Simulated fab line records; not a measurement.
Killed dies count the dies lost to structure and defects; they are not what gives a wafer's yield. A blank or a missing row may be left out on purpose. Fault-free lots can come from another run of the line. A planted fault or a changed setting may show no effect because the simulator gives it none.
What tool caused it? || flow nand-harc || Sampling: 11 lots, 33 wafers, 5 of 1302 route steps

## WHAT EACH GAUGE READ, for each wafer
NHARC_THIN_TSV_CD_MEAS_33: target cd 5000 nm.
{"lot": "L519", "measured": "day 24 15:11", "on": "cd-sem-02", "cd-nm (nm)": "4995.7 4994.9 4997.0"}
{"lot": "L520", "measured": "day 24 14:14", "on": "cd-sem-02", "cd-nm (nm)": "5001.4 5001.3 5002.6"}
{"lot": "L518", "measured": "day 24 18:48", "on": "cd-sem-01", "cd-nm (nm)": "4992.7 4995.4 4995.5"}
{"lot": "L526", "measured": "day 27 16:58", "on": "cd-sem-01", "cd-nm (nm)": "4997.1 4999.7 4996.6"}
{"lot": "L525", "measured": "day 27 22:04", "on": "cd-sem-02", "cd-nm (nm)": "4997.4 4995.5 4996.6"}
{"lot": "L527", "measured": "day 27 22:59", "on": "cd-sem-02", "cd-nm (nm)": "5002.9 4999.7 5002.2"}
{"lot": "L529", "measured": "day 28 12:36", "on": "cd-sem-03", "cd-nm (nm)": "4999.1 4999.3 5001.4"}
{"lot": "L530", "measured": "day 28 17:28", "on": "cd-sem-01", "cd-nm (nm)": "5001.6 5001.0 4999.9"}
{"lot": "L532", "measured": "day 29 11:36", "on": "cd-sem-03", "cd-nm (nm)": "4995.7 4996.0 4995.5"}
{"lot": "L535", "measured": "day 30 15:19", "on": "cd-sem-01", "cd-nm (nm)": "5000.6 5001.3"}
{"lot": "L541", "measured": "day 33 14:51", "on": "cd-sem-02", "cd-nm (nm)": "5001.4 5001.2 5002.1"}

NHARC_END_SORT_01.
{"lot": "L535", "measured": "day 31 00:32", "on": "prober-01", "defect-limited-yield (%)": "93.5 0 94.2", "killed-at-array": "34 669 31", "killed-at-other": "2 1 2", "killed-at-periphery": "8 7 6", "killed-dies": "44 677 39", "killed-open": "3 3 1", "killed-short": "2 1 2", "sort_bin_2_pct (%)": "1.6 95.7 2.4", "sort_bin_3_pct (%)": "0.6 0.3 0.4", "sort_bin_4_pct (%)": "4.3 4.0 3.0", "sort-n-pass": "633 0 638", "sort-rim-yield-pct (%)": "92 0 89", "sort-yield-pct (%)": "93.5 0 94.2"}

## WHAT TOOL EACH LOT RAN ON (gives the tool, then ch and the chambers of the sampled wafers, and finally the start)
{"lot": "L519", "NHARC_A_M0_DEP_00": "pecvd-02 ch 0,1, day 23 07:31", "NHARC_A_BONDPAD_STRIP_15": "rie-diel-04 ch 0,1, day 23 17:28", "NHARC_THIN_TSV_DESCUM_14": "rie-diel-06 ch 0,2,3, day 24 09:28"}
{"lot": "L520", "NHARC_A_M0_DEP_00": "pecvd-01 ch 1,2, day 23 09:23", "NHARC_A_BONDPAD_STRIP_15": "rie-diel-09 ch 0,1,3, day 23 19:22", "NHARC_THIN_TSV_DESCUM_14": "rie-diel-03 ch 1,2,3, day 24 08:23"}
{"lot": "L518", "NHARC_A_M0_DEP_00": "pecvd-04 ch 0,1,2, day 23 11:36", "NHARC_A_BONDPAD_STRIP_15": "rie-diel-04 ch 1,3, day 23 21:43", "NHARC_THIN_TSV_DESCUM_14": "rie-diel-03 ch 0,1, day 24 12:32"}
{"lot": "L526", "NHARC_A_M0_DEP_00": "pecvd-02 ch 1,2, day 26 10:34", "NHARC_A_BONDPAD_STRIP_15": "rie-diel-04 ch 0,1,3, day 26 20:52", "NHARC_THIN_TSV_DESCUM_14": "rie-diel-06 ch 0,1,3, day 27 11:19"}
{"lot": "L525", "NHARC_A_M0_DEP_00": "pecvd-04 ch 0,1,2, day 26 15:02", "NHARC_A_BONDPAD_STRIP_15": "rie-diel-09 ch 0,1,3, day 27 01:14", "NHARC_THIN_TSV_DESCUM_14": "rie-diel-06 ch 1,2,3, day 27 15:49"}
{"lot": "L527", "NHARC_A_M0_DEP_00": "pecvd-01 ch 0,2, day 26 15:44", "NHARC_A_BONDPAD_STRIP_15": "rie-diel-09 ch 0,2,3, day 27 01:51", "NHARC_THIN_TSV_DESCUM_14": "rie-diel-06 ch 0,2,3, day 27 17:01"}
{"lot": "L529", "NHARC_A_M0_DEP_00": "pecvd-01 ch 1,2, day 27 06:14", "NHARC_A_BONDPAD_STRIP_15": "rie-diel-04 ch 2,3, day 27 16:11", "NHARC_THIN_TSV_DESCUM_14": "rie-diel-06 ch 1,2,3, day 28 06:53"}
{"lot": "L530", "NHARC_A_M0_DEP_00": "pecvd-02 ch 0,1, day 27 10:56", "NHARC_A_BONDPAD_STRIP_15": "rie-diel-04 ch 0,1,3, day 27 21:10", "NHARC_THIN_TSV_DESCUM_14": "rie-diel-06 ch 1,2, day 28 11:44"}
{"lot": "L532", "NHARC_A_M0_DEP_00": "pecvd-02 ch 0,1,2, day 28 03:58", "NHARC_A_BONDPAD_STRIP_15": "rie-diel-09 ch 0,1,2, day 28 14:03", "NHARC_THIN_TSV_DESCUM_14": "rie-diel-03 ch 0,3, day 29 05:34"}
{"lot": "L535", "NHARC_A_M0_DEP_00": "pecvd-02 ch 0,1,2, day 29 03:24", "NHARC_A_BONDPAD_STRIP_15": "rie-diel-01 ch 0,2, day 29 13:27", "NHARC_THIN_TSV_DESCUM_14": "rie-diel-03 ch 1,3, day 30 09:40"}
{"lot": "L541", "NHARC_A_M0_DEP_00": "pecvd-04 ch 0,1,2, day 31 20:20", "NHARC_A_BONDPAD_STRIP_15": "rie-diel-09 ch 1,3, day 32 18:31", "NHARC_THIN_TSV_DESCUM_14": "rie-diel-03 ch 0,1, day 33 09:01"}
- NHARC_A_M0_DEP_00: deposits SiOC, target thk 150 nm.
- NHARC_A_BONDPAD_STRIP_15: strips in O2.
- NHARC_THIN_TSV_DESCUM_14: chemistry O2, time 3 s.

## WHAT THE TOOLS THEMSELVES READ (means of the sampled wafers that have a number; where no wafer has one, the mark that the record gives instead)
NHARC_A_BONDPAD_STRIP_15.
{"lot": "L519", "tool": "rie-diel-04", "drypump-motor-current-A (A)": 6.2, "oes-product-au (a.u.)": 1.010, "rf-vpp-V (V)": 58.6, "showerhead-plenum-p-Torr (Torr)": 3.54, "throttle-valve-pct (%)": 17.039}
{"lot": "L520", "tool": "rie-diel-09", "drypump-motor-current-A (A)": 6.2, "oes-product-au (a.u.)": 0.999, "rf-vpp-V (V)": 58.1, "showerhead-plenum-p-Torr (Torr)": 3.64, "throttle-valve-pct (%)": 17.045}
{"lot": "L518", "tool": "rie-diel-04", "drypump-motor-current-A (A)": 6.0, "oes-product-au (a.u.)": 0.997, "rf-vpp-V (V)": 58.2, "showerhead-plenum-p-Torr (Torr)": 3.65, "throttle-valve-pct (%)": 17.027}
{"lot": "L526", "tool": "rie-diel-04", "drypump-motor-current-A (A)": 6.2, "oes-product-au (a.u.)": 0.998, "rf-vpp-V (V)": 57.8, "showerhead-plenum-p-Torr (Torr)": 3.59, "throttle-valve-pct (%)": 17.035}
{"lot": "L525", "tool": "rie-diel-09", "drypump-motor-current-A (A)": 6.1, "oes-product-au (a.u.)": 0.999, "rf-vpp-V (V)": 57.6, "showerhead-plenum-p-Torr (Torr)": 3.64, "throttle-valve-pct (%)": 17.036}
{"lot": "L527", "tool": "rie-diel-09", "drypump-motor-current-A (A)": 5.8, "oes-product-au (a.u.)": 0.989, "rf-vpp-V (V)": 58.0, "showerhead-plenum-p-Torr (Torr)": 3.59, "throttle-valve-pct (%)": 17.035}
{"lot": "L529", "tool": "rie-diel-04", "drypump-motor-current-A (A)": 6.0, "oes-product-au (a.u.)": 1.002, "rf-vpp-V (V)": 57.9, "showerhead-plenum-p-Torr (Torr)": 3.69, "throttle-valve-pct (%)": 17.042}
{"lot": "L530", "tool": "rie-diel-04", "drypump-motor-current-A (A)": 6.2, "oes-product-au (a.u.)": 1.000, "rf-vpp-V (V)": 57.3, "showerhead-plenum-p-Torr (Torr)": 3.59, "throttle-valve-pct (%)": 17.045}
{"lot": "L532", "tool": "rie-diel-09", "drypump-motor-current-A (A)": 5.8, "oes-product-au (a.u.)": 0.996, "rf-vpp-V (V)": 58.3, "showerhead-plenum-p-Torr (Torr)": 3.57, "throttle-valve-pct (%)": 17.031}
{"lot": "L535", "tool": "rie-diel-01", "drypump-motor-current-A (A)": 5.8, "oes-product-au (a.u.)": 1.013, "rf-vpp-V (V)": 57.7, "showerhead-plenum-p-Torr (Torr)": 3.77, "throttle-valve-pct (%)": 17.034}
{"lot": "L541", "tool": "rie-diel-09", "drypump-motor-current-A (A)": 6.2, "oes-product-au (a.u.)": 0.991, "rf-vpp-V (V)": 58.2, "showerhead-plenum-p-Torr (Torr)": 3.56, "throttle-valve-pct (%)": 17.037}

NHARC_THIN_TSV_DESCUM_14.
{"lot": "L519", "tool": "rie-diel-06", "drypump-motor-current-A (A)": 5.6, "oes-product-au (a.u.)": 1.000, "rf-vpp-V (V)": 57.5, "showerhead-plenum-p-Torr (Torr)": 1.93, "throttle-valve-pct (%)": 11.318}
{"lot": "L520", "tool": "rie-diel-03", "drypump-motor-current-A (A)": 5.9, "oes-product-au (a.u.)": 1.005, "rf-vpp-V (V)": 57.2, "showerhead-plenum-p-Torr (Torr)": 1.88, "throttle-valve-pct (%)": 11.312}
{"lot": "L518", "tool": "rie-diel-03", "drypump-motor-current-A (A)": 6.1, "oes-product-au (a.u.)": 0.999, "rf-vpp-V (V)": 57.5, "showerhead-plenum-p-Torr (Torr)": 1.88, "throttle-valve-pct (%)": 11.318}
{"lot": "L526", "tool": "rie-diel-06", "drypump-motor-current-A (A)": 5.6, "oes-product-au (a.u.)": 1.002, "rf-vpp-V (V)": 58.0, "showerhead-plenum-p-Torr (Torr)": 1.93, "throttle-valve-pct (%)": 11.316}
{"lot": "L525", "tool": "rie-diel-06", "drypump-motor-current-A (A)": 5.4, "oes-product-au (a.u.)": 0.994, "rf-vpp-V (V)": 58.7, "showerhead-plenum-p-Torr (Torr)": 1.96, "throttle-valve-pct (%)": 11.306}
{"lot": "L527", "tool": "rie-diel-06", "drypump-motor-current-A (A)": 5.6, "oes-product-au (a.u.)": 0.995, "rf-vpp-V (V)": 57.5, "showerhead-plenum-p-Torr (Torr)": 1.93, "throttle-valve-pct (%)": 11.311}
{"lot": "L529", "tool": "rie-diel-06", "drypump-motor-current-A (A)": 5.4, "oes-product-au (a.u.)": 0.996, "rf-vpp-V (V)": 58.3, "showerhead-plenum-p-Torr (Torr)": 1.96, "throttle-valve-pct (%)": 11.314}
{"lot": "L530", "tool": "rie-diel-06", "drypump-motor-current-A (A)": 5.1, "oes-product-au (a.u.)": 1.003, "rf-vpp-V (V)": 58.4, "showerhead-plenum-p-Torr (Torr)": 2.05, "throttle-valve-pct (%)": 11.313}
{"lot": "L532", "tool": "rie-diel-03", "drypump-motor-current-A (A)": 5.6, "oes-product-au (a.u.)": 0.989, "rf-vpp-V (V)": 56.9, "showerhead-plenum-p-Torr (Torr)": 1.86, "throttle-valve-pct (%)": 11.308}
{"lot": "L535", "tool": "rie-diel-03", "drypump-motor-current-A (A)": 5.8, "oes-product-au (a.u.)": 0.997, "rf-vpp-V (V)": 58.2, "showerhead-plenum-p-Torr (Torr)": 1.84, "throttle-valve-pct (%)": 11.313}
{"lot": "L541", "tool": "rie-diel-03", "drypump-motor-current-A (A)": 6.0, "oes-product-au (a.u.)": 0.995, "rf-vpp-V (V)": 58.3, "showerhead-plenum-p-Torr (Torr)": 1.89, "throttle-valve-pct (%)": 11.312}

## THE ANSWER, worked out from the rows above alone
Rule: the usual values come from the lots themselves. The widest of any qualifying gaps counts: lots, ordered by their means at a reading, are off when they make up no more than a third of the lots, leave a main group of 4 or more, and stand apart from it by 3 or more times the standard deviation of that group's means. If all means in a main group match to the digits the tables above print for the reading, that group is not used. Also off: a lot with no number at a reading for which 4 or more lots have one. Any other lot the step has rows for is counted as sound. First the gauges in route order, then the tools' own readings, where a lot's mean is used as printed above. At the first step where some lot is off, the reading lying furthest off is the one used; lots without a number count as furthest.
No lot is off at any reading shown: from this, nothing can be told.

## WHAT HAD BEEN PUT IN BY THE SIMULATOR
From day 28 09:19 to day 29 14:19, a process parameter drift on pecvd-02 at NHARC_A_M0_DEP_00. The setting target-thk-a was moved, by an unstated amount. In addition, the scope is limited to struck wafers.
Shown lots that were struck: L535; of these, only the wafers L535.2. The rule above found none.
